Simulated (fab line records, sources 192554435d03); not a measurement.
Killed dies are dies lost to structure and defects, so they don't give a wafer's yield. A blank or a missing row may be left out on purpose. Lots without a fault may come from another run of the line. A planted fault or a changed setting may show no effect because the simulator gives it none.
A struck lot beside a sound one | flow n5_finfet | 24 steps out of a route of 1938
Sound: wafers L787.1, L787.3, L787.5. Struck: wafers L802.2, L802.3, L802.4. The cause comes at the end.
At each step with rows: each side's tool, then ch and its chambers, then its first start. Under that, the readings that differ: sound wafers | struck wafers | difference of the means | sigmas: that difference in standard deviations of wafers without a fault.
alike: readings whose means differ by less than 2 such deviations, and words and numbers that are the same on both sides. not compared: withheld readings, readings that some wafer has no value for, bounds like >300 that may hide the same value, and numbers for which the record gives no deviation and whose values overlap.
The two part at a step that has a row with sigmas, a row that says differs or no value, or rows on one side only. Numbers that don't overlap but have no deviation are shown without sigmas and don't part them. A reading that every wafer of one side lacks parts them only if that side has two wafers or more.

first, 10 steps without rows for these wafers: N5_BEOL_M5_DESCUM_16 (chemistry O2, time 7 s); N5_BEOL_M5_ETCH_72 (etches underlayer in N2/H2, target depth 6.5 nm, time 5.2 s); N5_BEOL_M5_ETCH_61 (etches SiARC in CF4, target depth 15.6 nm, time 26 s); N5_BEOL_M5_ETCH_62 (etches SOC in N2/H2, target depth 75 nm, overetch 15 nm, time 112.5 s); N5_BEOL_M5_STRIP_63 (strips in N2/H2); N5_BEOL_M5_STRIP_73 (strips in N2/H2); N5_BEOL_M5_STRIP_64 (strips in CF4); N5_BEOL_M5_HM_OPEN_17 (chemistry Cl2/BCl3, target TiN, target depth 20 nm, overetch 6 nm); N5_BEOL_M5_STRIP_19 (strips in O2); N5_BEOL_M5_COAT_65 (time 60 s, resist thk 60 nm).
N5_BEOL_M5_COAT_66: time 60 s, resist thk 12 nm.
  sound on litho_track-03 ch 0, day 12 21:27; struck on litho_track-03 ch 0, day 15 20:02
  reading                                    | sound                | struck               | difference | sigmas
  spin_speed_rpm (rpm)                       | 1499.8 1500.0 1501.7 | 1428.5 1430.4 1429.7 | -71.0      | -71
  model.SiARC_of_BEOL_M5_COAT_66.thk_nm (nm) | 12 12 12             | 12.4 12.4 12.4       | +0.4       |
  alike: chill_plate_temp_C, exhaust_pa, resist_line_temp_C
then, 9 steps without rows for these wafers: N5_BEOL_M5_COAT_74 (time 60 s, resist thk 5 nm); N5_BEOL_M5_COAT_22 (resist thk 30 nm); N5_BEOL_M5_EBR_24; N5_BEOL_M5_SOFTBAKE_23 (time 60 s); N5_BEOL_M5_EXPOSE_25 (exposes mask V4, defocus 10 nm); N5_BEOL_M5_PEB_26 (peb time 60 s); N5_BEOL_M5_DEVELOP_27 (develop time 30 s); N5_BEOL_M5_DESCUM_33 (chemistry O2, time 7 s); N5_BEOL_M5_ETCH_75 (etches underlayer in N2/H2, target depth 6.5 nm, time 5.2 s).
N5_BEOL_M5_ETCH_67: etches SiARC in CF4, target depth 15.6 nm, time 26 s.
  sound on rie_diel-02 ch 0,2,3, day 12 21:56; struck on rie_diel-03 ch 1,3, day 15 20:59
  reading                  | sound             | struck            | difference | sigmas
  model.etch.depth_nm (nm) | 12.05 12.06 12.07 | 12.36 12.35 12.35 | +0.29      |
  alike: drypump_motor_current_A, etch_rf_on_time_s, oes_product_au, rf_vpp_V, showerhead_plenum_p_Torr, throttle_valve_pct
  not compared: rf_hours_counter_h, model.CAR-EUV_of_BEOL_M5_COAT_22.thk_nm
N5_BEOL_M5_ETCH_68: etches SOC in N2/H2, target depth 80 nm, overetch 16 nm, time 120 s.
  sound on rie_diel-02 ch 0,2,3, day 12 21:58; struck on rie_diel-03 ch 1,3, day 15 21:01
  reading                                    | sound       | struck      | difference | sigmas
  model.SiARC_of_BEOL_M5_COAT_66.thk_nm (nm) | 6.4 6.4 6.4 | 6.6 6.8 6.8 | +0.3       |
  alike: drypump_motor_current_A, oes_product_au, rf_vpp_V, showerhead_plenum_p_Torr, throttle_valve_pct
  not compared: rf_hours_counter_h
then, 1 step without rows for these wafers: N5_BEOL_M5_STRIP_69 (strips in N2/H2).
-- the record jumps here: 4 days lie between the struck wafers' starts before and after (it left off in module BEOL_M5 and takes up again in module PASSIVATION, whose first step shown is number 1936 of the route) --
N5_PASSIVATION_PROBE_49:
  sound on prober-02, day 17 07:09; struck on prober-01, day 19 18:56
  reading      | sound    | struck   | difference | sigmas
  killed_short | 29 29 21 | 48 45 37 | +17        | +2
  alike: defect_limited_yield, killed_at_M0_to_M3, killed_at_M4_up, killed_at_contacts, killed_at_front_end, killed_at_other, killed_dies, killed_open, sort_bin_4_leakage, sort_bin_5_function, sort_bin_6_memory, sort_bin_8_speed, sort_n_pass, sort_yield_pct

WHERE THEY PART
First at N5_BEOL_M5_COAT_66; last, within this record, at N5_PASSIVATION_PROBE_49.

WHY: what the simulator had put in
Process parameter drift: litho_track-03, from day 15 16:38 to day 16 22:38, at N5_BEOL_M5_COAT_66. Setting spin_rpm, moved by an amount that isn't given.
